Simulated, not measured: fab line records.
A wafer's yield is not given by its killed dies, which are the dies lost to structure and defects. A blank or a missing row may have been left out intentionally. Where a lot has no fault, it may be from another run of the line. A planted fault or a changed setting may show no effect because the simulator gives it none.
Code-filled problem report in 8D (eight disciplines) form + flow n5-finfet + the parts of the form that need people (team, actions taken, sign-off) are left out

1. WHAT IS WRONG
Wafers without a fault read 12, standard deviation 6.3; killed-at-contacts at N5_PASSIVATION_PROBE_49 reads a mean of 109 on 2 wafers belonging to 2 lots. Relative to the usual mean, that is a shift of +15 standard deviations.
First seen on wafer L478.1, day 15 09:05, on prober-01. Wafers with a number at this step in the record: 8, from 3 lots. By rule, "out" or "out of limits" means more than 4 standard deviations away from the usual mean. Any other wafer with a number is counted as sound.

2. WHAT IT IS; WHAT IT IS NOT
| question                    | is                                                                                                      | is not                                                                                               |
|-----------------------------|---------------------------------------------------------------------------------------------------------|------------------------------------------------------------------------------------------------------|
| which readings at this step | killed-at-contacts, defect-limited-yield, killed-dies, sort_bin_5_function, sort-n-pass, sort-yield-pct | killed_at_M0_to_M3, killed_at_M4_up, killed-at-front-end, killed-at-other, killed-open, killed-short |
| which lots                  | L478, L479                                                                                              | L480                                                                                                 |
| which wafers of those lots  | L478.1, L479.2                                                                                          | L478.3, L478.6, L479.1, L479.6                                                                       |
| read on which tools         | prober-01, prober-02                                                                                    | -                                                                                                    |
| when                        | from day 15 09:05                                                                                       | up to then (0 sound wafers); but 6 sound wafers of L478, L479, L480 came after                       |

3. SUSPECTS, AND WHAT RULES EACH OUT
Counting: any tool at a process step up to the reading remains a suspect provided it ran every lot that is out. Sound lots after the first of them don't rule it out here, since some wafers of a struck lot are sound.
- rie-diel-02 at N5_MOL_CONTACT_COAG_STRIP_72 (strips in N2/H2): kept. It ran every lot that is out, first L478 (day 7 14:55).
- At N5_MOL_CONTACT_COAG_STRIP_72, inside rie-diel-02: chamber 0 took the wafers that are out, while their sound lot-mates went through chambers 1, 2, 3.
Remaining after the count: rie-diel-02 at N5_MOL_CONTACT_COAG_STRIP_72.

4. THE CAUSE (what the simulator had put in)
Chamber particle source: rie-diel-02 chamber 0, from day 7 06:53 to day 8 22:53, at N5_MOL_CONTACT_COAG_STRIP_72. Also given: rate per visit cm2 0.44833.
Counting left only this tool.

5. THE CHAIN OF EFFECTS, in route order
Each row: a reading whose mean over the struck wafers that have a number lies more than 3 standard deviations from the usual. Scope: only readings with a usual standard deviation given in the record; hours: median across lots of the time from each lot's start at the first step in this table that gives one to its start at this step; sigmas: change in usual standard deviations.
| hours | step                    | reading              | usual  | on struck wafers | change | sigmas |
|-------|-------------------------|----------------------|--------|------------------|--------|--------|
| 0     | N5_PASSIVATION_PROBE_49 | defect-limited-yield | 91.1 % | 83.3             | -7.8   | -5.6   |
| 0     | N5_PASSIVATION_PROBE_49 | killed-at-contacts   | 12     | 109              | +97    | +15    |
| 0     | N5_PASSIVATION_PROBE_49 | killed-dies          | 104    | 197              | +93    | +5.5   |
| 0     | N5_PASSIVATION_PROBE_49 | sort_bin_5_function  | 5.2 %  | 10.6             | +5.4   | +5.5   |
| 0     | N5_PASSIVATION_PROBE_49 | sort-n-pass          | 1075   | 983              | -92    | -5.4   |
| 0     | N5_PASSIVATION_PROBE_49 | sort-yield-pct       | 91.1 % | 83.3             | -7.8   | -5.6   |
Its process steps:
- N5_PASSIVATION_PROBE_49

6. WHAT WOULD HAVE CAUGHT IT SOONER
The fault began at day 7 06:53; the first out-of-limits reading in this record came at day 15 09:05, 194 hours later.
No tool reading at N5_MOL_CONTACT_COAG_STRIP_72 that has a usual standard deviation in the record was out on any struck wafer, so an alarm limit of 4 standard deviations on those readings would not have fired.
Lots out: 2; all had begun N5_MOL_CONTACT_COAG_STRIP_72 on rie-diel-02 by day 15 09:05. None of them would have been spared by holding the tool at that moment.
